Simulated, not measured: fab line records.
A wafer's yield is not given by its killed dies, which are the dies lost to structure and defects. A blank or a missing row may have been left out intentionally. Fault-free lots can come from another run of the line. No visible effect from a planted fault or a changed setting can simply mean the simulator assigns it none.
Problem report in the 8D (eight disciplines) form, filled by code | flow n5_finfet | the parts of the form that need people (team, actions taken, sign-off) are left out

## 1. WHAT WENT WRONG
Wafers without a fault read 12 with a standard deviation of 4.9, while killed_at_M4_up at N5_PASSIVATION_PROBE_49 averages 98 across 2 wafers of 1 lot. That puts it +18 standard deviations away from the usual mean.
Seen first at day 16 04:26 on prober-01, wafer L629.4. Wafers with a number at this step in the record: 30, from 10 lots. The rule behind "out" and "out of limits": a value lying over 4 standard deviations away from the usual mean. The other wafers with a number count as sound.

## 2. WHAT IT IS, WHAT IT ISN'T
question                    | is                                   | is not
which readings at this step | killed_at_M4_up, sort_bin_5_function | killed_at_M0_to_M3, killed_at_contacts, killed_at_front_end, killed_at_other, killed_open, killed_short, sort_bin_6_memory
which lots                  | L629                                 | L616, L617, L619, L620, L621, L623, L625, L636, L639
which wafers of those lots  | L629.4, L629.5                       | L629.3
read on which tools         | prober-01                            | prober-02
when                        | from day 16 04:26                    | up to then (22 sound wafers); but 6 sound wafers of L636, L639 came after

## 3. THE SUSPECTS, EACH WITH WHAT RULES IT OUT
Counting: any tool at a process step up to the reading remains a suspect provided it ran every lot that is out. Sound lots after the first of them don't rule it out here, since some wafers of a struck lot are sound.
- rie_diel-01 at N5_BEOL_M5_ETCH_68 (etches SOC in N2/H2, target depth 80 nm, overetch 16 nm, time 120 s): kept. L629, the lot that is out, went through it at day 11 19:37; up to then, the latest sound lot through it was L625 at day 10 10:38.
- rie_diel-01 at N5_PASSIVATION_STRIP_14 (strips in O2): kept. L629, the lot that is out, went through it at day 15 21:17; up to then, the latest sound lot through it was L616 at day 12 11:55.
- pvd_sputter-01 at N5_PASSIVATION_DEGAS_18 (time 60 s): kept. L629, the lot that is out, went through it at day 15 21:43; up to then, the latest sound lot through it was L623 at day 14 02:59.
- rie_diel-06 at N5_PASSIVATION_STRIP_48 (strips in O2): kept. L629, the lot that is out, went through it at day 16 01:10; up to then, the latest sound lot through it was L623 at day 14 07:11.
- prober-01 at N5_PASSIVATION_PROBE_49: kept. L629, the lot that is out, went through it at day 16 04:23; up to then, the latest sound lot through it was L625 at day 14 14:35. On those wafers its own readings are out: killed_at_M4_up, sort_bin_5_function.
- The sound lot-mates ran in chamber 0 of rie_diel-01 at N5_BEOL_M5_ETCH_68, but the wafers that are out ran in chamber 3.
- The sound lot-mates ran in chamber 0 of rie_diel-06 at N5_PASSIVATION_STRIP_48, but the wafers that are out ran in chamber 3.
Left after counting: rie_diel-01 at N5_BEOL_M5_ETCH_68, rie_diel-01 at N5_PASSIVATION_STRIP_14, pvd_sputter-01 at N5_PASSIVATION_DEGAS_18, rie_diel-06 at N5_PASSIVATION_STRIP_48, prober-01 at N5_PASSIVATION_PROBE_49.

## 4. THE CAUSE (what the simulator had put in)
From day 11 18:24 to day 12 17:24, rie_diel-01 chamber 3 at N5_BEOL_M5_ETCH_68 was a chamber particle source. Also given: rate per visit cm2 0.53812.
Counting left 5 suspects, and this tool is among them.

## 5. THE EFFECT CHAIN, in route order
One row per reading whose mean, taken over the struck wafers that have a number, lies over 3 standard deviations from the usual. Only readings for which the record gives a usual standard deviation are gone through. hours: the time from each lot's start at the first step in this table that gives one to its start at this step, as a median over the lots. sigmas: the change in usual standard deviations.
hours | step                    | reading              | usual  | on struck wafers | change | sigmas
0     | N5_PASSIVATION_PROBE_49 | defect_limited_yield | 91.4 % | 85.2             | -6.2   | -4.1
0     | N5_PASSIVATION_PROBE_49 | killed_at_M4_up      | 12     | 98               | +86    | +18
0     | N5_PASSIVATION_PROBE_49 | killed_dies          | 101    | 174              | +74    | +4.1
0     | N5_PASSIVATION_PROBE_49 | sort_bin_5_function  | 5.1 %  | 9.9              | +4.8   | +5.0
0     | N5_PASSIVATION_PROBE_49 | sort_n_pass          | 1079   | 1006             | -74    | -4.3
0     | N5_PASSIVATION_PROBE_49 | sort_yield_pct       | 91.4 % | 85.2             | -6.2   | -4.1
Process steps it contains:
- N5_PASSIVATION_PROBE_49

## 6. HOW IT WOULD HAVE BEEN CAUGHT EARLIER
First out-of-limits reading in this record: day 16 04:26, which is 106 hours after fault onset at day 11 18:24.
Of the tool readings at N5_BEOL_M5_ETCH_68 for which the record gives a usual standard deviation, none was out on any struck wafer, so an alarm limit of 4 standard deviations on them would not have fired.
By day 16 04:26 the whole set of lots that are out, 1 in number, had already begun N5_BEOL_M5_ETCH_68 on rie_diel-01. A hold on the tool at that time would have spared none of them.
